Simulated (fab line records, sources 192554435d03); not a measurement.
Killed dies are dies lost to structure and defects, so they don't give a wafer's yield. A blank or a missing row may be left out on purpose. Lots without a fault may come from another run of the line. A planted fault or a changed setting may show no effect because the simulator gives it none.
Split-lot experiment | flow n5_finfet | 7 lots, 21 wafers read, on a route of 1938 steps

THE SPLIT
At N5_BEOL_M0_SAQP_ILD_DEP_01 (deposits SiOC from DEMS/O2, target thk 45.419 nm, time 8.7 s), the setting time_s was moved away from the recipe's 8.7 s on 8 of the 21 wafers read, by -9.7% to +14.7%. The other wafers ran this setting at the recipe's value.

The reading is taken at the split's own step.

THE READING
SiOC_of_BEOL_M0_SAQP_ILD_DEP_01.thk_nm (the simulator's own value, which no gauge read), in nm, at N5_BEOL_M0_SAQP_ILD_DEP_01 (deposits SiOC from DEMS/O2, target thk 45.419 nm, time 8.7 s). The file gives no usual value for it. The 13 wafers here that ran the recipe average 45.2 nm, standard deviation 0.63 nm.

wafer  | tool, chamber at the split | time_s as run, s | against the recipe | SiOC_of_BEOL_M0_SAQP_ILD_DEP_01.thk_nm, nm | against lot-mates on the recipe
L080.2 | pecvd-04, 0                | 8.7              | recipe             | 44.6                                       | -
L080.3 | pecvd-04, 1                | 8.7              | recipe             | 46.2                                       | -
L080.6 | pecvd-04, 1                | 8.7              | recipe             | 45.6                                       | -
L083.4 | pecvd-02, 2                | 7.854            | -9.7%              | 39.6                                       | -6.0
L083.5 | pecvd-02, 1                | 7.854            | -9.7%              | 40.8                                       | -4.8
L083.6 | pecvd-02, 0                | 8.7              | recipe             | 45.6                                       | -
L084.1 | pecvd-01, 2                | 8.7              | recipe             | 45                                         | -
L084.2 | pecvd-01, 0                | 8.7              | recipe             | 45.2                                       | -
L084.4 | pecvd-01, 2                | 8.7              | recipe             | 46.2                                       | -
L085.1 | pecvd-02, 2                | 8.7              | recipe             | 44.2                                       | -
L085.3 | pecvd-02, 1                | 8.7              | recipe             | 44.6                                       | -
L085.4 | pecvd-02, 2                | 8.7              | recipe             | 44.4                                       | -
L086.1 | pecvd-02, 0                | 9.961            | +14.5%             | 51.6                                       | +5.8
L086.2 | pecvd-02, 1                | 8.7              | recipe             | 45.8                                       | -
L086.5 | pecvd-02, 1                | 9.961            | +14.5%             | 53                                         | +7.2
L088.3 | pecvd-04, 0                | 9.978            | +14.7%             | 51.8                                       | +6.2
L088.4 | pecvd-04, 1                | 9.978            | +14.7%             | 52.4                                       | +6.8
L088.6 | pecvd-04, 2                | 8.7              | recipe             | 45.6                                       | -
L092.2 | pecvd-04, 1                | 8.7              | recipe             | 45.2                                       | -
L092.3 | pecvd-04, 0                | 9.21             | +5.9%              | 48                                         | +2.8
L092.5 | pecvd-04, 2                | 9.21             | +5.9%              | 48.6                                       | +3.4

THE FIT
A straight line over all 21 wafers: SiOC_of_BEOL_M0_SAQP_ILD_DEP_01.thk_nm changes by +0.488 nm for each +1% of time_s; r = +0.98; the points scatter about the line by 0.64 nm.
The same after taking each lot's own level away (the mean of its wafers on the recipe; 21 wafers): +0.475 nm for each +1%; r = +0.99; scatter 0.57 nm.
On that fit, the largest move of time_s shifts the reading by 7 nm.
The lots' own levels span 44.40 to 45.80 nm, that is 2.2 times the standard deviation above.
So the lot-to-lot level changes the slope little: the two slopes agree.
Check: with one of the wafers moved furthest among these (+14.7%) left out of the fit, the line predicts +7.02 nm for it against its lot-mates. It came out at +6.2 nm against them.

OTHER SPLITS ON THESE WAFERS
These wafers also went through other splits before the reading. Each is held against what the fit with the lots' levels taken away leaves over:
other split on the same wafers        | wafers away from the commonest value | r with SiOC_of_BEOL_M0_SAQP_ILD_DEP_01.thk_nm (lot level and that fit taken away)
N5_MOL_CONTACT_COAG_EXPOSE_81 dose_mj | 7                                    | +0.13

THE FILE'S OWN FIT
SiOC_of_BEOL_M0_SAQP_ILD_DEP_01.thk_nm changes by +0.469 nm for each +1% of time_s, r = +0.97.
